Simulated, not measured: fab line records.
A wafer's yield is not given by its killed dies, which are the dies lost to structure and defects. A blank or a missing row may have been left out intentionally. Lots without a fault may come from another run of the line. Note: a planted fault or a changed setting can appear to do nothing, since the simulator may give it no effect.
Matching of chambers | flow nand harc | NHARC_A_M1_PRE_CLEAN_32 on pecvd-02 has 3 sister chambers
The step time 12 s. 6 wafers are shown with their chamber, then 9 later ones without.

## WAFERS, EACH WITH ITS CHAMBER
wafer  | chamber | heater power w (W) | heater power outer w (W)
L083.2 | 0       | 660                | 373
L086.2 | 2       | 432                | 259
L086.3 | 0       | 588                | 322
L089.1 | 2       | 421                | 242
L089.3 | 1       | 599                | 357
L089.4 | 1       | 611                | 356

## WAFERS WITHOUT THEIR CHAMBER
wafer  | heater power w (W) | heater power outer w (W)
L088.4 | 724                | 394
L088.5 | 404                | 236
L088.6 | 568                | 327
L090.2 | 411                | 245
L090.3 | 520                | 292
L090.6 | 429                | 249
L093.2 | 448                | 272
L093.3 | 637                | 335
L093.5 | 608                | 362

## CHAMBER TAKEN BY EACH
wafer  | from the rows above          | in truth
L088.4 | can't be placed: 0 or 1      | 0
L088.5 | 2                            | 2
L088.6 | can't be placed: 1 or 0      | 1
L090.2 | 2                            | 2
L090.3 | can't be placed: 2 or 1 or 0 | 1
L090.6 | 2                            | 2
L093.2 | 2                            | 2
L093.3 | can't be placed: 0 or 1      | 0
L093.5 | can't be placed: 1 or 0      | 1
Placed correctly: 4 of 9. Cannot be placed on the basis of these rows: 5; the candidates contain the true chamber in 5. Number placed wrongly: 0.
How it was worked out, from the rows above alone: a wafer's distance from a chamber is the root of the sum, over the readings, of the square of ((its reading less the chamber's mean) divided by the reading's scatter). The wafer belongs to the nearest chamber; if the next one is less than 2 further off, it can't be placed. A chamber's mean is the mean of its shown wafers. The scatter is the square root of a quotient: the sum, over the shown wafers, of each reading's squared deviation from its chamber's mean, divided by wafers minus chambers.
